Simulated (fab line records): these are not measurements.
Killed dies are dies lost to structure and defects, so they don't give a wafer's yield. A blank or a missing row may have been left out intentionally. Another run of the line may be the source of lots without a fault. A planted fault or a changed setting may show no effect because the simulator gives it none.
fab line records	flow n5-finfet
record: lots: 10	wafers: 29	last-day: 19
route steps=1938 shown BEOL_M4@1111 MIM_BOT@1832 MIM_TOP_LITHO@1849 MIM_TOP_ETCH@1852 MIM_BOT_ETCH@1867 PASSIVATION@1936
lots with no fault: from the same line, run without faults
start-h: hours from the record's first day to the start of the lot's first wafer shown	wait-h: time in hours since the lot's previous step	" repeats the value in the row above	L1.1+2: one row covering several wafers at once	- no value, or no start was given	* or withheld: withheld	< > ~ a bound
route shown NAME@n: a module of which the file shows steps, and the number in the route of the first	usual: average and standard deviation across the fault-free wafers	same: alike in all rows	chamber/n: place in a boat	sites: the reading at each site	_std_site: how widely they spread, as a standard deviation	_edge_site: the outer-site mean with the inner-site mean subtracted	radius-mm: how far each site lies from the wafer's centre	mask NAME#n: copy n	behind: the tool/chamber that last shaped the wafer	hold: the reason the lot was held/the length of the hold in hours/how it ended	device: names the non-switching transistor (n, p or np)	end of line: the same wafers' tests at the end of the route	for a step that has no rows: nothing shown but its recipe	killed: at the first sort, the dies lost to defects and structure; wafer yield is something else	map: shows each die of a wafer: x if killed, . if not, _ if none is there
set.NAME: setting as actually run; set.NAME@STEP: the setting as run at that earlier step	model.NAME: the simulator's own value behind a step, which no gauge read
route steps across a sampled set of lots; one table per step, one row per wafer
services: when a tool's chamber went out of use (start-h, in hours from the record's first day, below 0 if earlier), for how many hours, and the reason
== steps ==
step: N5_BEOL_M4_RC_MEAS_101
usual: DIBL_N: 36.5/1.9	DIBL_P: 36.4/2.2	IOFF_N: 0.17/0.034	IOFF_P: 0.21/0.036	ION_N: 678/12	ION_P: 462/7.1	SS_N: 71.7/0.61	SS_P: 73.4/0.71	VT_N: 249/3.5	VT_P: -251/3
lot.wafer	tool	chamber	start-h	wait-h	DIBL_N[mV/V]	DIBL_P[mV/V]	IOFF_N[nA/um]	IOFF_P[nA/um]	ION_N[uA/um]	ION_P[uA/um]	SS_N[mV/dec]	SS_P[mV/dec]	VT_N[mV]	VT_P[mV]
L379.1	prober-02	0	185.35	0.0	37.6	37.9	0.16	0.23	671	455	71.6	73.9	248	-250
L379.2	"	0	"	"	40.3	40.5	0.23	0.27	691	471	71.8	75.4	243	-247
L379.6	"	0	"	"	36.1	35.1	0.15	0.18	666	453	70.9	73.0	251	-253
L383.1	prober-02	0	209.41	0.0	38.1	38.5	0.20	0.25	687	464	71.9	73.6	246	-249
L383.4	"	0	"	"	35.4	33.8	0.14	0.18	670	456	71.4	72.7	251	-252
L383.6	"	0	"	"	39.0	39.9	0.22	0.28	688	473	72.3	74.6	245	-248
L386.2	prober-01	0	237.59	0.2	36.3	34.0	0.13	0.17	664	456	70.8	72.6	253	-258
L386.4	"	0	"	"	36.0	33.9	0.13	0.16	671	453	70.9	73.0	252	-255
L386.5	"	0	"	"	35.0	32.9	0.12	0.16	658	458	71.3	72.2	256	-256
L385.1	prober-02	0	238.07	0.0	34.9	34.9	0.15	0.20	681	470	71.3	73.2	247	-250
L385.3	"	0	"	"	35.3	33.9	0.15	0.19	666	458	71.8	72.7	249	-248
L385.6	"	0	"	"	34.3	33.7	0.14	0.19	667	469	71.0	72.7	250	-253
L389.1	prober-02	0	274.55	0.0	35.0	34.6	0.12	0.17	667	456	71.5	72.6	256	-254
L389.4	"	0	"	"	35.8	35.2	0.13	0.18	664	452	71.1	72.2	254	-252
L391.1	prober-01	0	289.49	0.0	37.5	36.2	0.16	0.18	668	446	72.7	73.4	253	-259
L391.5	"	0	"	"	38.6	39.0	0.19	0.22	682	451	71.7	73.4	247	-252
L391.6	"	0	"	"	37.2	37.2	0.16	0.19	672	452	72.5	73.2	254	-253
L393.1	prober-02	0	294.59	0.0	33.7	34.0	0.11	0.16	664	456	71.0	72.5	255	-252
L393.3	"	0	"	"	38.1	39.5	0.18	0.24	683	474	72.7	73.6	252	-250
L393.4	"	0	"	"	34.3	34.0	0.11	0.15	661	453	70.8	72.9	255	-255
L396.4	prober-01	0	307.56	0.5	33.3	34.4	0.14	0.16	686	462	72.0	72.5	250	-254
L396.5	"	0	"	"	33.8	34.5	0.12	0.16	662	455	71.7	73.3	254	-253
L396.6	"	0	"	"	35.5	36.3	0.16	0.19	674	456	71.9	73.9	250	-253
L398.1	prober-01	0	318.58	0.0	38.7	38.4	0.20	0.27	687	466	72.4	74.0	247	-246
L398.2	"	0	"	"	36.4	35.0	0.16	0.21	684	465	71.9	73.6	249	-250
L398.3	"	0	"	"	35.9	34.8	0.14	0.20	678	468	71.1	73.4	252	-253
L401.1	prober-01	0	347.71	0.0	36.4	35.3	0.16	0.21	669	459	71.8	73.7	250	-250
L401.3	"	0	"	"	34.1	32.6	0.13	0.17	673	464	71.4	72.4	253	-253
L401.5	"	0	"	"	34.1	32.6	0.13	0.18	676	466	71.1	73.0	251	-252
step: N5_MIM_BOT_DEGAS_01
recipe: ambient: vacuum	temp-c: 300	time-s: 60
usual: heater-power-w: 465/39
lot.wafer	tool	chamber	start-h	wait-h	heater-power-w
L379.1	pvd-sputter-02	-	278.61	0.6	502
L379.2	"	-	"	"	430
L379.6	"	-	"	"	509
L383.1	pvd-sputter-02	-	325.55	0.9	508
L383.4	"	-	"	"	517
L383.6	"	-	"	"	429
L385.1	pvd-sputter-02	-	332.43	0.5	431
L385.3	"	-	"	"	430
L385.6	"	-	"	"	442
L386.2	pvd-sputter-01	-	342.28	0.3	442
L386.4	"	-	"	"	425
L386.5	"	-	"	"	482
L389.1	pvd-sputter-02	-	375.45	0.3	435
L389.4	"	-	"	"	533
L393.1	pvd-sputter-02	-	390.57	2.2	437
L393.3	"	-	"	"	450
L393.4	"	-	"	"	495
L391.1	pvd-sputter-02	-	399.23	0.8	519
L391.5	"	-	"	"	440
L391.6	"	-	"	"	446
L396.4	pvd-sputter-03	-	413.90	0.4	493
L396.5	"	-	"	"	409
L396.6	"	-	"	"	490
L398.1	pvd-sputter-02	-	422.17	1.1	431
L398.2	"	-	"	"	517
L398.3	"	-	"	"	450
L401.1	pvd-sputter-02	-	452.49	0.7	455
L401.3	"	-	"	"	445
L401.5	"	-	"	"	520
step: N5_MIM_TOP_LITHO_INSPECT_12
recipe: mode: adi	inspect-instrument: macro
usual: raw-defect-count: 2.1/1.4
lot.wafer	tool	chamber	start-h	wait-h	raw-defect-count
L379.1	defect-inspect-01	-	279.82	0.0	4
L379.2	"	-	"	"	2
L379.6	"	-	"	"	2
L383.1	defect-inspect-01	-	329.64	0.0	5
L383.4	"	-	"	"	2
L383.6	"	-	"	"	7
L385.1	defect-inspect-01	-	333.70	0.0	3
L385.3	"	-	"	"	3
L385.6	"	-	"	"	2
L386.2	defect-inspect-02	-	343.37	0.0	1
L386.4	"	-	"	"	0
L386.5	"	-	"	"	3
L389.1	defect-inspect-01	-	380.49	0.0	1
L389.4	"	-	"	"	0
L393.1	defect-inspect-01	-	392.08	0.0	1
L393.3	"	-	"	"	2
L393.4	"	-	"	"	2
L391.1	defect-inspect-01	-	400.39	0.0	3
L391.5	"	-	"	"	4
L391.6	"	-	"	"	4
L396.4	defect-inspect-02	-	415.30	0.0	4
L396.5	"	-	"	"	1
L396.6	"	-	"	"	3
L398.1	defect-inspect-02	-	423.67	0.0	2
L398.2	"	-	"	"	2
L398.3	"	-	"	"	2
L401.1	defect-inspect-01	-	455.07	0.0	4
L401.3	"	-	"	"	0
L401.5	"	-	"	"	2
step: N5_MIM_TOP_ETCH_STRIP_01
recipe: chemistry: O2	power-w: 600	temp-c: 60	pressure-mtorr: 30	rf-frequency-hz: 6e+07	bias-power-w: 0	overash-fraction: 0.5	o2-flow-sccm: 225
usual: chamber-pressure-mTorr: 30.00/0.067	drypump-motor-current-A: 5.6/0.41	oes-product-au: 0.77/0.081	rf-vpp-V: 3.9/1.5	showerhead-plenum-p-Torr: 2.08/0.058	throttle-valve-pct: 16.71/0.24
lot.wafer	tool	chamber	start-h	wait-h	chamber-pressure-mTorr	drypump-motor-current-A	oes-product-au	rf-hours-counter-h	rf-vpp-V	showerhead-plenum-p-Torr	throttle-valve-pct
L379.1	rie-diel-05	1	280.47	0.1	29.83	5.6	0.70	238	4.1	2.15	16.69
L379.2	"	3	"	"	29.98	5.1	0.92	12	3.7	2.06	16.58
L379.6	"	2	"	"	30.01	6.2	0.83	-	5.1	2.13	16.43
L383.1	rie-diel-02	3	329.94	0.1	29.84	5.6	0.85	42	3.4	2.03	16.45
L383.4	"	3	"	"	29.93	5.6	0.84	-	4.5	2.03	16.39
L383.6	"	2	"	"	30.03	6.0	0.72	-	3.1	2.09	16.82
L385.1	rie-diel-06	1	333.96	0.1	30.01	6.6	0.93	8	4.9	2.06	16.39
L385.3	"	3	"	"	29.96	5.6	0.68	228	3.2	2.17	16.95
L385.6	"	3	"	"	29.97	5.6	0.68	-	2.8	2.17	16.99
L386.2	rie-diel-02	3	343.66	0.1	30.06	5.7	0.83	46	5.3	2.03	16.41
L386.4	"	2	"	"	29.99	6.1	0.72	207	3.0	2.09	16.84
L386.5	"	2	"	"	30.03	6.0	0.70	-	2.7	2.09	16.86
L389.1	rie-diel-02	3	380.76	0.1	29.94	5.6	0.84	57	3.0	2.02	16.43
L389.4	"	2	"	"	30.02	6.1	0.71	217	4.4	2.08	16.85
L393.1	rie-diel-02	3	392.35	0.1	29.99	5.6	0.83	59	3.3	2.02	16.45
L393.3	"	1	"	"	29.90	5.6	0.77	109	2.5	2.01	16.76
L393.4	"	0	"	"	29.97	5.1	0.66	242	5.0	2.15	17.12
L391.1	rie-diel-02	1	400.67	0.1	30.06	5.7	0.77	112	5.1	2.01	16.76
L391.5	"	2	"	"	29.96	6.1	0.70	-	6.7	2.08	16.85
L391.6	"	1	"	"	30.03	5.6	0.78	-	3.0	2.01	16.75
L396.4	rie-diel-05	0	415.59	0.1	30.08	5.2	0.79	150	3.8	2.01	16.49
L396.5	"	2	"	"	29.96	6.2	0.79	-	3.4	2.11	16.52
L396.6	"	1	"	"	29.93	5.7	0.90	-	4.7	2.13	16.32
L398.1	rie-diel-06	1	423.95	0.1	29.92	6.5	0.88	29	4.1	2.05	16.48
L398.2	"	2	"	"	29.96	5.7	0.69	251	3.6	2.14	16.78
L398.3	"	0	"	"	29.99	5.2	0.74	185	4.6	2.00	16.96
L401.1	rie-diel-05	3	455.39	0.1	30.07	5.1	0.84	62	3.5	2.04	16.66
L401.3	"	1	"	"	30.07	5.6	0.87	32	4.2	2.13	16.37
L401.5	"	2	"	"	30.01	6.2	0.75	-	5.6	2.11	16.55
step: N5_MIM_BOT_ETCH_ETCH_03
recipe: chemistry: Cl2/BCl3	target-depth-a: 120	pressure-mtorr: 8	icp-w: 800	bias-w: 100	Cl2_flow_sccm: 20	bcl3-flow-sccm: 80
usual: bcl3-flow-sccm: 79.98/0.21	bias-w: 100.0/0.31	chamber-pressure-mTorr: 8.001/0.0081	drypump-motor-current-A: 5.5/0.51	oes-product-au: 0.79/0.11	throttle-valve-pct: 27.51/0.27
lot.wafer	tool	chamber	start-h	wait-h	bcl3-flow-sccm	bias-w	chamber-pressure-mTorr	drypump-motor-current-A	oes-product-au	rf-hours-counter-h	throttle-valve-pct
L379.1	rie-metal-01	1	281.26	0.1	80.03	99.7	7.987	5.9	0.82	31	27.61
L379.2	"	0	"	"	80.11	100.1	7.984	4.8	1.01	0	27.38
L379.6	"	0	"	"	79.92	100.0	7.985	4.8	1.00	-	27.38
L383.1	rie-metal-02	0	330.61	0.1	79.88	99.9	7.998	5.7	0.64	110	27.42
L383.4	"	0	"	"	80.11	100.1	7.995	5.7	0.64	-	27.41
L383.6	"	1	"	"	80.20	99.9	8.009	5.4	0.71	-	27.18
L385.1	rie-metal-02	1	334.75	0.1	79.92	100.2	8.006	5.5	0.72	64	27.19
L385.3	"	0	"	"	80.37	100.4	8.000	5.7	0.65	-	27.40
L385.6	"	1	"	"	79.95	100.2	7.998	5.5	0.72	-	27.18
L386.2	rie-metal-02	1	344.44	0.1	79.61	100.0	7.996	5.5	0.72	65	27.16
L386.4	"	1	"	"	79.76	100.4	7.996	5.5	0.72	-	27.18
L386.5	"	1	"	"	79.70	100.1	7.996	5.5	0.72	-	27.16
L389.1	rie-metal-03	0	381.67	0.1	79.70	100.6	7.993	6.1	0.65	96	28.02
L389.4	"	1	"	"	80.00	100.6	8.015	4.9	0.87	-	27.49
L393.1	rie-metal-01	0	393.18	0.1	80.01	100.0	7.996	4.8	0.92	9	27.39
L393.3	"	1	"	"	80.05	100.0	7.999	5.8	0.80	-	27.62
L393.4	"	0	"	"	80.44	99.9	8.000	4.8	0.92	-	27.40
L391.1	rie-metal-03	1	401.33	0.1	80.00	100.1	7.995	4.9	0.85	13	27.50
L391.5	"	0	"	"	79.91	99.7	8.005	6.1	0.65	-	28.01
L391.6	"	1	"	"	79.68	100.2	7.995	4.9	0.86	-	27.50
L396.4	rie-metal-03	1	416.28	0.1	-	-	-	-	-	-	-
L396.5	"	1	"	"	-	-	-	-	-	-	-
L396.6	"	0	"	"	-	-	-	-	-	-	-
L398.1	rie-metal-03	0	424.73	0.1	-	-	-	-	-	-	-
L398.2	"	1	"	"	-	-	-	-	-	-	-
L398.3	"	1	"	"	-	-	-	-	-	-	-
L401.1	rie-metal-01	0	456.18	0.1	79.96	100.2	8.006	4.8	0.88	15	27.41
L401.3	"	1	"	"	80.22	99.8	7.999	5.9	0.78	-	27.65
L401.5	"	1	"	"	80.33	100.0	8.000	5.8	0.78	-	27.65
step: N5_PASSIVATION_PROBE_49
usual: defect-limited-yield: 91.0/1.5	killed_at_M0_to_M3: 35/11	killed_at_M4_up: 13/5	killed-at-contacts: 12/5.9	killed-at-front-end: 42/13	killed-at-other: 3/3.2	killed-dies: 106/18	killed-on-rim: 14/4.2	killed-open: 69/13	killed-short: 35/8.9	sort_bin_5_function: 5.2/0.95	sort_bin_6_memory: 3.3/0.71	sort-n-pass: 1074/18	sort-yield-pct: 91.0/1.5
same: gross-dies: 1180	killed-at-back-side: 0	sort_bin_4_leakage[%]: 0	sort_bin_8_speed[%]: 0
lot.wafer	tool	chamber	start-h	wait-h	defect-limited-yield[%]	killed_at_M0_to_M3	killed_at_M4_up	killed-at-contacts	killed-at-front-end	killed-at-other	killed-dies	killed-on-rim	killed-open	killed-short	sort_bin_5_function[%]	sort_bin_6_memory[%]	sort-n-pass	sort-yield-pct[%]
L396.4	prober-01	-	425.43	0.2	0	25	11	13	22	1109	1180	152	47	26	97.6	2.3	0	0
L396.5	prober-01	-	425.48	0.2	0	49	13	7	31	1080	1180	152	71	34	97.3	2.6	0	0
L396.6	prober-01	-	425.53	0.3	0	32	6	10	34	1098	1180	152	56	26	97.8	2.0	0	0
L398.1	prober-02	-	434.13	0.0	0	29	16	4	40	1091	1180	152	66	34	96.9	3.0	0	0
L398.2	prober-02	-	434.18	0.1	0	33	15	5	36	1091	1180	152	63	31	96.8	2.7	0	0
L398.3	prober-02	-	434.23	0.1	0	33	11	10	40	1086	1180	152	64	38	96.9	2.8	0	0
killed by level:class
L396.4 MIM_BOT_ETCH:area-etch=1106 MOL_CONTACT_COAG:geometric-particle:open=10 BEOL_M4:geometric-particle:open=7 BEOL_M0_SAQP:geometric-particle:open=6 BEOL_M3:geometric-particle:open=5 BEOL_M1:geometric-particle:open=4 FIN_SAQP:geometric-particle:short=3 DUMMY_GATE:geometric-particle:open=3
L396.5 MIM_BOT_ETCH:area-etch=1075 BEOL_M3:geometric-particle:open=15 BEOL_M2:geometric-particle:open=13 FIN_SAQP:geometric-particle:short=6 FIN_SAQP:geometric-particle:open=6 GATE_CUT:geometric-particle:open=5 MOL_CONTACT_COAG:geometric-particle:open=5 BEOL_M0_SAQP:geometric-particle:short=5
L396.6 MIM_BOT_ETCH:area-etch=1098 BEOL_M2:geometric-particle:open=9 FIN_SAQP:geometric-particle:short=7 MOL_CONTACT_COAG:geometric-particle:open=7 BEOL_M0_SAQP:geometric-particle:open=7 FIN_SAQP:geometric-particle:open=5 BEOL_M3:geometric-particle:open=5 STARTING-WAFER:geometric-particle:open=4
L398.1 MIM_BOT_ETCH:area-etch=1079 FIN_SAQP:geometric-particle:open=12 GATE_CUT:geometric-particle:short=10 BEOL_M4:geometric-particle:open=10 BEOL_M0_SAQP:geometric-particle:short=8 STI_FIN_REVEAL:geometric-particle:open=7 BEOL_M0_SAQP:geometric-particle:open=6 PASS1_CAP:geometric-particle:open=6
L398.2 MIM_BOT_ETCH:area-etch=1085 STI_FIN_REVEAL:geometric-particle:open=13 BEOL_M4:geometric-particle:open=10 BEOL_M0_SAQP:geometric-particle:short=9 BEOL_M0_SAQP:geometric-particle:open=8 BEOL_M3:geometric-particle:open=7 FIN_SAQP:geometric-particle:short=5 MOL_CONTACT_COAG:geometric-particle:open=4
L398.3 MIM_BOT_ETCH:area-etch=1078 BEOL_M3:geometric-particle:open=10 STI_FIN_REVEAL:geometric-particle:open=9 BEOL_M0_SAQP:geometric-particle:short=9 FIN_SAQP:geometric-particle:open=7 MOL_CONTACT_COAG:geometric-particle:open=7 BEOL_M4:geometric-particle:open=7 BEOL_M0_SAQP:geometric-particle:open=6
== services ==
tool	chamber	start-h	hours	kind
rie-diel-02	-	257.56	0.3	repair
rie-diel-05	2	260.27	5.0	repair
rie-metal-01	0	260.32	-	clean
pvd-sputter-01	-	264.67	2.1	repair
rie-diel-02	0	271.01	5.8	repair
rie-metal-01	-	288.34	0.1	repair
rie-diel-06	-	295.07	0.1	repair
rie-metal-03	0	299.21	7.3	repair
rie-metal-02	0	315.18	2.7	repair
rie-diel-05	3	319.91	10.7	repair
rie-diel-02	1	328.63	4.6	repair
rie-metal-02	0	346.03	14.3	repair
rie-metal-03	1	346.76	4.3	repair
rie-diel-02	0	358.37	6.8	repair
rie-diel-05	-	361.43	1.6	repair
rie-diel-02	-	370.37	2.8	pm
rie-diel-06	1	410.30	9.1	repair
rie-diel-02	0	413.90	-	clean
rie-diel-02	0	413.90	-	consumable-replace:focus-ring
rie-diel-02	0	413.90	17.9	scheduled-down
rie-diel-02	0	413.90	17.9	vent-cycle
rie-metal-03	0	431.63	-	clean
rie-metal-03	0	431.63	18.4	scheduled-down
rie-metal-03	0	431.63	18.4	vent-cycle
== key ==
first-sign: step: N5_MIM_BOT_ETCH_ETCH_03	reading: tool-record	direction: missing
effect: step: N5_PASSIVATION_PROBE_49	reading: killed-at-other	direction: up	sigmas: 99+	usual: 3	struck: 1092
more-kills-born-at: N5_MIM_BOT_ETCH_ETCH_03@rie-metal-03: 6521
met-at N5_MIM_BOT_ETCH_ETCH_03
struck-lots L396,L398
later-rows-left-out L396.4,L396.5,L396.6,L398.1,L398.2,L398.3
not-acting-at N5_MIM_BOT_DEGAS_01,N5_MIM_TOP_LITHO_INSPECT_12,N5_MIM_TOP_ETCH_STRIP_01
onset-between 401.33 416.28
fault: kind: skipped-step-whole	tool: rie-metal-03	chamber: -	onset-h: 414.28	steps: N5_MIM_BOT_ETCH_ETCH_03	scope: struck-lots-only
later-rows-left-out: the simulator's readings of these wafers behind a module that went badly wrong aren't trusted and aren't shown, but for the sort
